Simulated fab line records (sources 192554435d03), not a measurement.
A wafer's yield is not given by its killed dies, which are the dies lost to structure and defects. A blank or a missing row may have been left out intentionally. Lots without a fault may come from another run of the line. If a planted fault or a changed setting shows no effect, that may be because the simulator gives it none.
Matching of chambers || flow n5-finfet || rie-diel-01 running N5_MIM_TOP_ETCH_STRIP_01: 4 sister chambers
The step strips in O2. 18 wafers are shown with their chamber, then 9 later ones without.

== WAFERS, EACH WITH ITS CHAMBER ==
{"wafer": "L074.3", "chamber": 0, "throttle-valve-pct (%)": 16.23, "showerhead-plenum-p-Torr (Torr)": 2.10, "oes-product-au (a.u.)": 0.89}
{"wafer": "L074.4", "chamber": 2, "throttle-valve-pct (%)": 16.86, "showerhead-plenum-p-Torr (Torr)": 2.16, "oes-product-au (a.u.)": 0.71}
{"wafer": "L074.6", "chamber": 2, "throttle-valve-pct (%)": 16.84, "showerhead-plenum-p-Torr (Torr)": 2.15, "oes-product-au (a.u.)": 0.69}
{"wafer": "L075.1", "chamber": 3, "throttle-valve-pct (%)": 16.71, "showerhead-plenum-p-Torr (Torr)": 2.05, "oes-product-au (a.u.)": 0.70}
{"wafer": "L075.2", "chamber": 1, "throttle-valve-pct (%)": 16.77, "showerhead-plenum-p-Torr (Torr)": 2.05, "oes-product-au (a.u.)": 0.88}
{"wafer": "L075.4", "chamber": 2, "throttle-valve-pct (%)": 16.84, "showerhead-plenum-p-Torr (Torr)": 2.16, "oes-product-au (a.u.)": 0.70}
{"wafer": "L083.4", "chamber": 2, "throttle-valve-pct (%)": 16.88, "showerhead-plenum-p-Torr (Torr)": 2.15, "oes-product-au (a.u.)": 0.68}
{"wafer": "L083.5", "chamber": 2, "throttle-valve-pct (%)": 16.91, "showerhead-plenum-p-Torr (Torr)": 2.15, "oes-product-au (a.u.)": 0.70}
{"wafer": "L083.6", "chamber": 1, "throttle-valve-pct (%)": 16.79, "showerhead-plenum-p-Torr (Torr)": 2.05, "oes-product-au (a.u.)": 0.86}
{"wafer": "L085.1", "chamber": 0, "throttle-valve-pct (%)": 16.24, "showerhead-plenum-p-Torr (Torr)": 2.09, "oes-product-au (a.u.)": 0.85}
{"wafer": "L085.2", "chamber": 1, "throttle-valve-pct (%)": 16.82, "showerhead-plenum-p-Torr (Torr)": 2.05, "oes-product-au (a.u.)": 0.84}
{"wafer": "L085.6", "chamber": 2, "throttle-valve-pct (%)": 16.87, "showerhead-plenum-p-Torr (Torr)": 2.15, "oes-product-au (a.u.)": 0.69}
{"wafer": "L086.2", "chamber": 1, "throttle-valve-pct (%)": 16.79, "showerhead-plenum-p-Torr (Torr)": 2.05, "oes-product-au (a.u.)": 0.85}
{"wafer": "L086.5", "chamber": 3, "throttle-valve-pct (%)": 16.76, "showerhead-plenum-p-Torr (Torr)": 2.05, "oes-product-au (a.u.)": 0.69}
{"wafer": "L086.6", "chamber": 2, "throttle-valve-pct (%)": 16.91, "showerhead-plenum-p-Torr (Torr)": 2.15, "oes-product-au (a.u.)": 0.70}
{"wafer": "L090.1", "chamber": 1, "throttle-valve-pct (%)": 16.82, "showerhead-plenum-p-Torr (Torr)": 2.04, "oes-product-au (a.u.)": 0.84}
{"wafer": "L090.3", "chamber": 2, "throttle-valve-pct (%)": 16.90, "showerhead-plenum-p-Torr (Torr)": 2.14, "oes-product-au (a.u.)": 0.67}
{"wafer": "L090.5", "chamber": 1, "throttle-valve-pct (%)": 16.83, "showerhead-plenum-p-Torr (Torr)": 2.04, "oes-product-au (a.u.)": 0.83}

SIGNATURES (means of the wafers above)
{"reading": "throttle-valve-pct", "chamber 0": 16.2350, "chamber 1": 16.8033, "chamber 2": 16.8762, "chamber 3": 16.7350, "scatter within a chamber": 0.0265}
{"reading": "showerhead-plenum-p-Torr", "chamber 0": 2.0950, "chamber 1": 2.0467, "chamber 2": 2.1513, "chamber 3": 2.0500, "scatter within a chamber": 0.0058}
{"reading": "oes-product-au", "chamber 0": 0.8700, "chamber 1": 0.8500, "chamber 2": 0.6925, "chamber 3": 0.6950, "scatter within a chamber": 0.016}
Rule: a wafer lies at a distance from a chamber equal to the root of the sum of squares, over the readings, of (its reading less the chamber's mean, divided by the reading's scatter). If the next closest chamber is less than 2 further off than the closest, the wafer can't be placed; otherwise it belongs to the closest. The scatter: take each reading less its chamber's mean, square it, sum over the shown wafers, divide by the number of wafers less the number of chambers, and take the root.

== WAFERS MISSING THEIR CHAMBER ==
{"wafer": "L092.1", "throttle-valve-pct (%)": 16.33, "showerhead-plenum-p-Torr (Torr)": 2.04, "oes-product-au (a.u.)": 0.99}
{"wafer": "L092.3", "throttle-valve-pct (%)": 16.90, "showerhead-plenum-p-Torr (Torr)": 2.14, "oes-product-au (a.u.)": 0.67}
{"wafer": "L092.4", "throttle-valve-pct (%)": 16.30, "showerhead-plenum-p-Torr (Torr)": 2.08, "oes-product-au (a.u.)": 0.82}
{"wafer": "L095.1", "throttle-valve-pct (%)": 16.93, "showerhead-plenum-p-Torr (Torr)": 2.14, "oes-product-au (a.u.)": 0.66}
{"wafer": "L095.2", "throttle-valve-pct (%)": 16.83, "showerhead-plenum-p-Torr (Torr)": 2.04, "oes-product-au (a.u.)": 0.82}
{"wafer": "L095.4", "throttle-valve-pct (%)": 16.31, "showerhead-plenum-p-Torr (Torr)": 2.04, "oes-product-au (a.u.)": 0.99}
{"wafer": "L094.2", "throttle-valve-pct (%)": 16.24, "showerhead-plenum-p-Torr (Torr)": 2.08, "oes-product-au (a.u.)": 0.82}
{"wafer": "L094.3", "throttle-valve-pct (%)": 16.96, "showerhead-plenum-p-Torr (Torr)": 2.14, "oes-product-au (a.u.)": 0.67}
{"wafer": "L094.5", "throttle-valve-pct (%)": 16.93, "showerhead-plenum-p-Torr (Torr)": 2.14, "oes-product-au (a.u.)": 0.66}

== CHAMBER TAKEN BY EACH ==
{"wafer": "L092.1", "from the rows above": 0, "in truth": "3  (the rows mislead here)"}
{"wafer": "L092.3", "from the rows above": 2, "in truth": 2}
{"wafer": "L092.4", "from the rows above": 0, "in truth": 0}
{"wafer": "L095.1", "from the rows above": 2, "in truth": 2}
{"wafer": "L095.2", "from the rows above": 1, "in truth": 1}
{"wafer": "L095.4", "from the rows above": 0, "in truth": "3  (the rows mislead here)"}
{"wafer": "L094.2", "from the rows above": 0, "in truth": 0}
{"wafer": "L094.3", "from the rows above": 2, "in truth": 2}
{"wafer": "L094.5", "from the rows above": 2, "in truth": 2}
7 of 9 placed correctly. Number that these rows cannot place: 0. Wrongly placed: 2.
